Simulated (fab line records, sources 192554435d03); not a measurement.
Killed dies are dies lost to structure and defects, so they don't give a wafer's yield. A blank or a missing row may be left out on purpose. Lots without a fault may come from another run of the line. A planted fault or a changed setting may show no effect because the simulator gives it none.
One fault seen from 3 desks | flow n5_finfet | each desk has only its own numbers; what lay behind them comes last

THE METROLOGY DESK
What the gauges read, lot by lot, whatever tool the lot ran on: means of the sampled wafers that have a number. A lot is out of limits, marked OUT, if its mean lies more than 4 standard deviations from the usual mean; the brackets give that distance.
Columns: A = M5_OVL at N5_BEOL_M5_OVL_MEAS_12, usual 0.1 nm
lot  | first seen here | A
L226 | day 8 22:41     | -0.3
L228 | day 9 12:10     | -0.9
L230 | day 9 21:22     | 0.2
L229 | day 10 03:37    | 0.1
L233 | day 11 02:18    | -0.0
L234 | day 11 02:20    | 0.3
L236 | day 11 21:43    | -0.1
L237 | day 12 22:16    | -0.3
L244 | day 14 05:03    | 0.3
L245 | day 14 09:46    | 0.2
L246 | day 14 13:46    | 0.7
This desk's finding: nothing out of limits on any of the 11 lots.

THE DEFECT DESK
What the inspections along the route counted, lot by lot: means of the sampled wafers that have a number. A lot is out of limits, marked OUT, if its mean lies more than 4 standard deviations from the usual mean; the brackets give that distance.
Columns: A = raw_defect_count at N5_BEOL_M4_INSPECT_59, usual 70
lot  | first seen here | A
L226 | day 8 19:37     | 75
L228 | day 9 09:54     | 57
L230 | day 9 19:14     | 52
L229 | day 10 00:06    | 82
L233 | day 10 19:16    | 75
L234 | day 10 19:41    | 83
L236 | day 11 19:03    | 70
L237 | day 12 19:36    | 74
L244 | day 14 01:48    | 58
L245 | day 14 05:50    | 61
L246 | day 14 10:41    | 80
This desk's finding: nothing out of limits on any of the 11 lots.

THE TOOL OWNER'S DESK: rie_diel-04
The tool's own readings at N5_BEOL_M5_ETCH_72 (etches underlayer in N2/H2, target depth 6.5 nm, time 5.2 s): means of the sampled wafers that have a number, for each lot that ran on this tool. A lot is out of limits, marked OUT, if its mean lies more than 4 standard deviations from the usual mean; the brackets give that distance.
Columns: A = drypump_motor_current_A at N5_BEOL_M5_ETCH_72, usual 5.9 A; B = etch_rf_on_time_s at N5_BEOL_M5_ETCH_72, usual 5.21 s; C = oes_product_au at N5_BEOL_M5_ETCH_72, usual 0.69 a.u.; D = rf_vpp_V at N5_BEOL_M5_ETCH_72, usual 524.7 V; E = showerhead_plenum_p_Torr at N5_BEOL_M5_ETCH_72, usual 2.57 Torr; F = throttle_valve_pct at N5_BEOL_M5_ETCH_72, usual 17.89 %
lot  | first seen here | A   | B               | C    | D     | E    | F
L230 | day 9 21:29     | 5.8 | 5.17            | 0.62 | 522.8 | 2.50 | 18.06
L229 | day 10 04:01    | 5.7 | 5.03            | 0.67 | 523.1 | 2.53 | 17.90
L234 | day 11 02:28    | 5.7 | 5.16            | 0.60 | 524.9 | 2.56 | 18.14
L237 | day 12 22:23    | 6.2 | 3.72 (-8.7) OUT | 1.02 | 526.7 | 2.65 | 17.83
This desk's finding: out of limits on L237; first on L237, day 12 22:23 (etch_rf_on_time_s at N5_BEOL_M5_ETCH_72). In limits: L230, L229, L234.

PUT TOGETHER
The tool owner's desk could have raised an alarm at day 12 22:23, on L237.
The metrology desk saw nothing out of limits.
The defect desk saw nothing out of limits.
The metrology desk has L237 on record, within its limits.
The defect desk has L237 on record, within its limits.
Of the lots named, all ran N5_BEOL_M5_ETCH_72 on rie_diel-04.

WHAT THE SIMULATOR HAD PUT IN
Process parameter drift: rie_diel-04, from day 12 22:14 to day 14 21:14, at N5_BEOL_M5_ETCH_72. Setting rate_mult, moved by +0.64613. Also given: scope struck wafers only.
Lots struck among those shown: L237.
Hours from the fault's start to each desk's first reading out of limits: the tool owner's desk, 0.
